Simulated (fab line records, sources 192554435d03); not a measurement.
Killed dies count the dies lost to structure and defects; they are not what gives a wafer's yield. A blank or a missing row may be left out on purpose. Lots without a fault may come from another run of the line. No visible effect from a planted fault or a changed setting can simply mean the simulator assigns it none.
A single fault, viewed from 3 desks + flow n5-finfet + numbers are kept per desk, each desk with only its own; the story behind them comes last

== THE DEFECT DESK ==
Counts from the inspections along the route, per lot, as means over the sampled wafers that have a number. The brackets show how far a lot's mean lies from the usual mean; more than 4 standard deviations puts the lot out of limits, marked OUT.
Columns: A = raw-defect-count at N5_FIN_CUT_INSPECT_10, usual 38
| lot  | first seen here | A  |
|------|-----------------|----|
| L161 | day 3 08:20     | 25 |
| L165 | day 4 09:21     | 30 |
| L166 | day 4 15:53     | 34 |
| L169 | day 5 14:59     | 37 |
| L175 | day 6 20:35     | 43 |
| L176 | day 7 03:33     | 33 |
This desk's verdict: no lot among the 6 shows anything out of limits.

== AT THE TOOL OWNER'S DESK: rie-si-06 ==
The tool's own readings at N5_FIN_CUT_CUT_ETCH_15 (etches Si in HBr/Cl2/O2, target depth 100 nm, bt time 10 s, time 42.4 s): means of the sampled wafers that have a number, for each lot that ran on this tool. The brackets show how far a lot's mean lies from the usual mean; more than 4 standard deviations puts the lot out of limits, marked OUT.
Columns: A = drypump-motor-current-A at N5_FIN_CUT_CUT_ETCH_15, usual 5.6 A; B = oes-product-au at N5_FIN_CUT_CUT_ETCH_15, usual 1.003 a.u.; C = throttle-valve-pct at N5_FIN_CUT_CUT_ETCH_15, usual 37.2 %
| lot  | first seen here | A   | B     | C    |
|------|-----------------|-----|-------|------|
| L165 | day 4 10:07     | 5.5 | 1.007 | 37.0 |
| L166 | day 4 16:32     | 5.9 | 1.003 | 37.2 |
| L169 | day 5 15:53     | 5.9 | 1.009 | 37.0 |
This desk's verdict: no lot among the 3 shows anything out of limits.

== AT THE METROLOGY DESK ==
What the gauges read, lot by lot, whatever tool the lot ran on: means of the sampled wafers that have a number. The brackets show how far a lot's mean lies from the usual mean; more than 4 standard deviations puts the lot out of limits, marked OUT. Only the readings that lie furthest out on some lot appear, 7 of the 11 it has.
Columns: A = FIN_CUT_OVL at N5_FIN_CUT_OVL_MEAS_09, usual 0.6 nm; B = DIBL_N at N5_BEOL_M4_RC_MEAS_101, usual 35.1 mV/V; C = IOFF_N at N5_BEOL_M4_RC_MEAS_101, usual 0.146 nA/um; D = ION_P at N5_BEOL_M4_RC_MEAS_101, usual 462 uA/um; E = SS_N at N5_BEOL_M4_RC_MEAS_101, usual 71.2 mV/dec; F = SS_P at N5_BEOL_M4_RC_MEAS_101, usual 73.1 mV/dec; G = VT_P at N5_BEOL_M4_RC_MEAS_101, usual -251 mV
| lot  | first seen here | A    | B    | C     | D   | E    | F    | G    |
|------|-----------------|------|------|-------|-----|------|------|------|
| L161 | day 3 08:17     | 1.7  | 37.0 | 0.182 | 451 | 72.1 | 74.0 | -254 |
| L165 | day 4 09:18     | 0.5  | 35.5 | 0.136 | 458 | 71.5 | 73.4 | -253 |
| L166 | day 4 15:49     | 1.7  | 36.0 | 0.158 | 462 | 71.7 | 73.2 | -250 |
| L169 | day 5 14:56     | -0.1 | 36.3 | 0.157 | 470 | 72.0 | 73.4 | -247 |
| L175 | day 6 20:32     | 0.5  | 34.8 | 0.121 | 458 | 70.8 | 72.3 | -252 |
| L176 | day 7 03:29     | 1.4  | 35.7 | 0.172 | 475 | 71.3 | 72.9 | -246 |
This desk's verdict: no lot among the 6 shows anything out of limits.

== BROUGHT TOGETHER ==
Nothing out of limits was seen by the defect desk.
The tool owner's desk saw nothing out of limits.
From the metrology desk's view, nothing was out of limits.

== WHAT WAS PUT IN BY THE SIMULATOR ==
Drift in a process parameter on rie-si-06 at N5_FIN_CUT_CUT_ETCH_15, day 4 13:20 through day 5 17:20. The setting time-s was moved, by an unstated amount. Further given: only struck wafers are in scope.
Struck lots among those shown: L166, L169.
